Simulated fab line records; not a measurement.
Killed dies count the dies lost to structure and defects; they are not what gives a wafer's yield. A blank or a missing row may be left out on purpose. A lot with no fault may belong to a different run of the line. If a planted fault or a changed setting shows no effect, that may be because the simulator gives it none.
Split-lot experiment -- flow n5_finfet -- route with 1938 steps; 7 lots, 21 wafers read

## ABOUT THE SPLIT
At N5_MOL_CONTACT_COAG_COAT_02 (resist thk 30 nm), the setting spin_rpm was moved away from the recipe's 1500 rpm on 5 of the 21 wafers read, by -9.8% to +10.7%. The other wafers ran this setting at the recipe's value.

## FROM THE SPLIT TO THE READING: what the file shows between them, 5 steps
- N5_MOL_CONTACT_COAG_EBR_04
- N5_MOL_CONTACT_COAG_SOFTBAKE_03: time 60 s
- N5_MOL_CONTACT_COAG_EXPOSE_05: exposes mask CA, defocus 0 nm
- N5_MOL_CONTACT_COAG_PEB_06: peb time 60 s
- N5_MOL_CONTACT_COAG_DEVELOP_07: develop time 30 s

## THE READING
CAR-EUV_of_MOL_CONTACT_COAG_COAT_02.thk_nm (the simulator's own value, which no gauge read), in nm, at N5_MOL_CONTACT_COAG_DESCUM_13 (chemistry O2, time 7 s). No usual value for it is given in the file. The 16 wafers here that ran the recipe average 26.0 nm, standard deviation 0.078 nm.

wafer,"tool, chamber at the split","spin_rpm as run, rpm",against the recipe,"CAR-EUV_of_MOL_CONTACT_COAG_COAT_02.thk_nm, nm",against lot-mates on the recipe
L075.3,"litho_track-01, 0",1500,recipe,26,-
L075.4,"litho_track-01, 0",1500,recipe,26,-
L075.6,"litho_track-01, 0",1353,-9.8%,27.6,+1.6
L076.3,"litho_track-03, 0",1500,recipe,26,-
L076.5,"litho_track-03, 0",1500,recipe,26,-
L076.6,"litho_track-03, 0",1500,recipe,26.2,-
L077.1,"litho_track-01, 0",1500,recipe,26,-
L077.2,"litho_track-01, 0",1660,+10.7%,24.6,-1.4
L077.3,"litho_track-01, 0",1660,+10.7%,24.6,-1.4
L080.2,"litho_track-01, 0",1500,recipe,26,-
L080.3,"litho_track-01, 0",1500,recipe,26,-
L080.5,"litho_track-01, 0",1500,recipe,26,-
L081.3,"litho_track-03, 0",1500,recipe,26,-
L081.5,"litho_track-03, 0",1500,recipe,26,-
L081.6,"litho_track-03, 0",1500,recipe,26,-
L083.1,"litho_track-01, 0",1500,recipe,26.2,-
L083.3,"litho_track-01, 0",1500,recipe,26.2,-
L083.4,"litho_track-01, 0",1413,-5.8%,27,+0.8
L093.1,"litho_track-01, 0",1500,recipe,26,-
L093.5,"litho_track-01, 0",1500,recipe,26,-
L093.4,"litho_track-01, 0",1385,-7.7%,27.2,+1.2

THE FIT
A straight line over all 21 wafers: CAR-EUV_of_MOL_CONTACT_COAG_COAT_02.thk_nm changes by -0.145 nm for each +1% of spin_rpm; r = -0.99; the points scatter about the line by 0.087 nm.
The same after taking each lot's own level away (the mean of its wafers on the recipe; 21 wafers): -0.143 nm for each +1%; r = -0.99; scatter 0.071 nm.
That fit puts the effect of the largest move of spin_rpm on the reading at 1.5 nm.
The span of the lots' own levels, 26.00 to 26.20 nm, comes to 2.6 times the standard deviation stated above.
So the lot-to-lot level changes the slope little: the two slopes agree.
Check: with one of the wafers moved furthest among these (+10.7%) left out of the fit, the line predicts -1.54 nm for it against its lot-mates. It came out at -1.4 nm against them.

## THE WHOLE CHAIN: every reading that the file lists as answering this split, in the file's order
step,what it does,reading,change (the file's fit),r (the file's)
N5_MOL_CONTACT_COAG_COAT_02,resist thk 30 nm,"CAR-EUV_of_MOL_CONTACT_COAG_COAT_02.thk_nm (the simulator's own value, which no gauge read)",-0.161 nm for each +1% of the setting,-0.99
N5_MOL_CONTACT_COAG_DEVELOP_07,develop time 30 s,"CAR-EUV_of_MOL_CONTACT_COAG_COAT_02.thk_nm (the simulator's own value, which no gauge read)",-0.142 nm for each +1% of the setting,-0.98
N5_MOL_CONTACT_COAG_DESCUM_13,"chemistry O2, time 7 s","CAR-EUV_of_MOL_CONTACT_COAG_COAT_02.thk_nm (the simulator's own value, which no gauge read)",-0.147 nm for each +1% of the setting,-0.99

## FILE'S OWN FIT
CAR-EUV_of_MOL_CONTACT_COAG_COAT_02.thk_nm changes by -0.147 nm for each +1% of spin_rpm, r = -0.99.
